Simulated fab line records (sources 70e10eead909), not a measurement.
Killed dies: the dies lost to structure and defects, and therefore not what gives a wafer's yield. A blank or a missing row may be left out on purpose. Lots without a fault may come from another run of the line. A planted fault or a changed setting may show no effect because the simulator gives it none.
A struck lot beside a sound one :: flow nand_harc :: 13 out of 1302 route steps
Sound: these wafers, L970.1, L970.2, L970.5. Struck: wafer L991.3 (left out: L991.1, a lot-mate that was not struck); the cause follows at the end.
For every step that has rows: the tool of each side, followed by ch and its chambers, followed by its first start. Under that, the readings that differ: sound wafers :: struck wafers :: difference of the means :: sigmas: that difference in standard deviations of wafers without a fault.
alike: a reading whose means differ by less than 2 such deviations, as well as words and numbers matching on both sides. not compared: withheld readings; readings where some wafer has no value; bounds like >300 that might hide an equal value; numbers whose values overlap and for which the record gives no deviation.
Wherever a step has rows on one side only, a row that says differs or no value, or a row with sigmas, the two part there. Numbers that have no deviation but don't overlap get no sigmas and don't part them. Lack of a reading on every wafer of one side parts them only where that side has two or more wafers.

NHARC_A_STAIRCASE_DEP_301: deposits SiON, target thk 30 nm.
  sound on pecvd-04 ch 0,2, day 17 15:04; struck on pecvd-04 ch 2, day 25 23:44
  alike: heater_power_w, rf_fwd_power_W, susceptor_temp_C
then, 9 steps without rows for these wafers: NHARC_A_STAIRCASE_DEHYDRATE_302 (time 120 s); NHARC_A_STAIRCASE_HMDS_303 (time 30 s); NHARC_A_STAIRCASE_COAT_304; NHARC_A_STAIRCASE_SOFTBAKE_305 (time 170 s); NHARC_A_STAIRCASE_EBR_306; NHARC_A_STAIRCASE_EXPOSE_307 (exposes mask CHOP 50); NHARC_A_STAIRCASE_PEB_308 (peb time 130 s); NHARC_A_STAIRCASE_DEVELOP_309 (time 140 s); NHARC_A_STAIRCASE_HARDBAKE_311 (time 140 s).
NHARC_A_STAIRCASE_DESCUM_312: chemistry O2, time 3 s.
  sound on rie_diel-01 ch 0,2,3, day 17 16:03; struck on rie_diel-04 ch 3, day 26 00:41
reading: drypump_motor_current_A (A)
sound: 5.7 5.1 5.1
struck: 6.2
difference: +0.9
sigmas: +2
  alike: oes_product_au, rf_vpp_V, showerhead_plenum_p_Torr, throttle_valve_pct
  not compared: rf_hours_counter_h
NHARC_A_STAIRCASE_ETCH_313: etches the open film in CF4/CHF3.
  sound on rie_diel-01 ch 0,2,3, day 17 16:08; struck on rie_diel-04 ch 3, day 26 00:47
reading: drypump_motor_current_A (A)
sound: 5.1 5.1 5.7
struck: 6.2
difference: +0.9
sigmas: +2

reading: oes_product_au (a.u.)
sound: 0.972 0.974 0.961
struck: 0.861
difference: -0.108
sigmas: -7

reading: rf_vpp_V (V)
sound: 373.7 371.6 370.6
struck: 366.7
difference: -5.3
sigmas: -3
  alike: bias_w, rf_fwd_power_W, showerhead_plenum_p_Torr, throttle_valve_pct
  not compared: rf_hours_counter_h
NHARC_A_STAIRCASE_HM_OPEN_463: chemistry O2/COS.
  sound on rie_diel-01 ch 1,2,3; struck on rie_diel-04 ch 0
reading: showerhead_plenum_p_Torr (Torr)
sound: 3.14 3.25 3.37
struck: 3.02
difference: -0.23
sigmas: -2
  alike: bias_w, drypump_motor_current_A, oes_product_au, rf_fwd_power_W, rf_vpp_V, throttle_valve_pct
  not compared: rf_hours_counter_h

WHERE THEY PART
Earliest at NHARC_A_STAIRCASE_DESCUM_312; latest, in this record, at NHARC_A_STAIRCASE_HM_OPEN_463.

WHY: what had been put in by the simulator
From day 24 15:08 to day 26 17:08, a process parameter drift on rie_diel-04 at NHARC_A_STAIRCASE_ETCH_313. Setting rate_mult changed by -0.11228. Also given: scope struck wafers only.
